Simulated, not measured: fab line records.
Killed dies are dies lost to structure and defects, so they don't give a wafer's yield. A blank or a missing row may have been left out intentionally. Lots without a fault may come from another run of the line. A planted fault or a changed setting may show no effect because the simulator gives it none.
The tool behind it: which one? -- flow n5Finfet -- Sampling: 10 lots, 29 wafers, 3 of 1938 route steps

## WHAT EACH GAUGE READ, for each wafer
N5_STI_FIN_REVEAL_INSPECT_13: inspects for defects (darkfield).
lot,measured,on,rawDefectCount
L917,day 2 15:22,defectInspect-02,13 14 15
L918,day 2 20:45,defectInspect-01,5 15 5
L919,day 3 02:11,defectInspect-02,11 8 10
L920,day 3 07:10,defectInspect-01,10 7 6
L921,day 3 16:46,defectInspect-01,8 11 14
L928,day 5 10:16,defectInspect-02,645 10 624
L930,day 5 23:11,defectInspect-01,6 628 11
L931,day 6 05:35,defectInspect-02,7 11 17
L936,day 7 07:22,defectInspect-01,9 14
L940,day 9 05:58,defectInspect-01,20 18 18

## EACH LOT AND THE TOOL THAT RAN IT (in order: tool; ch and the chambers of the sampled wafers; start)
lot,N5_STI_FIN_REVEAL_ALD_00,N5_STI_FIN_REVEAL_OXIDATION_33
L917,"aldSin-02 ch 0,3, day 2 06:34","plasmaAsher-02 ch 0,1, day 2 15:02"
L918,"aldSin-02 ch 0,1, day 2 11:22","plasmaAsher-02 ch 0,1, day 2 20:28"
L919,"aldSin-02 ch 1,3, day 2 16:40","plasmaAsher-01 ch 0,1, day 3 01:54"
L920,"aldSin-01 ch 0,1,2, day 2 22:26","plasmaAsher-01 ch 0,1, day 3 06:53"
L921,"aldSin-04 ch 0,1,2, day 3 07:16","plasmaAsher-01 ch 0,1, day 3 16:29"
L928,"aldSin-04 ch 0,2,3, day 5 01:08","plasmaAsher-02 ch 0,1, day 5 09:58"
L930,"aldSin-01 ch 0,2, day 5 14:08","plasmaAsher-02 ch 0,1, day 5 22:55"
L931,"aldSin-01 ch 0,2, day 5 20:01","plasmaAsher-01 ch 0,1, day 6 05:19"
L936,"aldSin-02 ch 0,1, day 6 22:26","plasmaAsher-01 ch 1, day 7 07:05"
L940,"aldSin-04 ch 0,1,3, day 8 18:44","plasmaAsher-02 ch 0,1, day 9 05:39"
- N5_STI_FIN_REVEAL_ALD_00: deposits SiO2, target thk 1 nm, pulse time 1 s.
- N5_STI_FIN_REVEAL_OXIDATION_33: chemistry O2 PLASMA REMOTE, time 20 s.

## THE ANSWER, worked out from the rows above alone
Rule: usual is defined by the lots themselves. Put in order of their means at a reading, lots are off if they are a third of the lots or fewer, leave a main group of 4 or more, and stand apart from it by a gap of 3 or more times the standard deviation of the main group's means; of several such gaps the widest counts. The tables above print the reading to a certain number of digits; a main group whose means all agree to those digits is not used. A lot without any number at a reading at which 4 lots or more have one is off too. Where the step has rows for the other lots, those lots are counted as sound.
Off at N5_STI_FIN_REVEAL_INSPECT_13 (rawDefectCount): L928, L930. Mean 12 and standard deviation 3.3 in the main group.
A tool fits if, at a process step before that reading, it ran every lot that is off, and no sound lot after the first of them. Those tools and the gauges at N5_STI_FIN_REVEAL_INSPECT_13 are tried in the same way. Of those tried, none fits.

## WHAT WAS PUT IN BY THE SIMULATOR
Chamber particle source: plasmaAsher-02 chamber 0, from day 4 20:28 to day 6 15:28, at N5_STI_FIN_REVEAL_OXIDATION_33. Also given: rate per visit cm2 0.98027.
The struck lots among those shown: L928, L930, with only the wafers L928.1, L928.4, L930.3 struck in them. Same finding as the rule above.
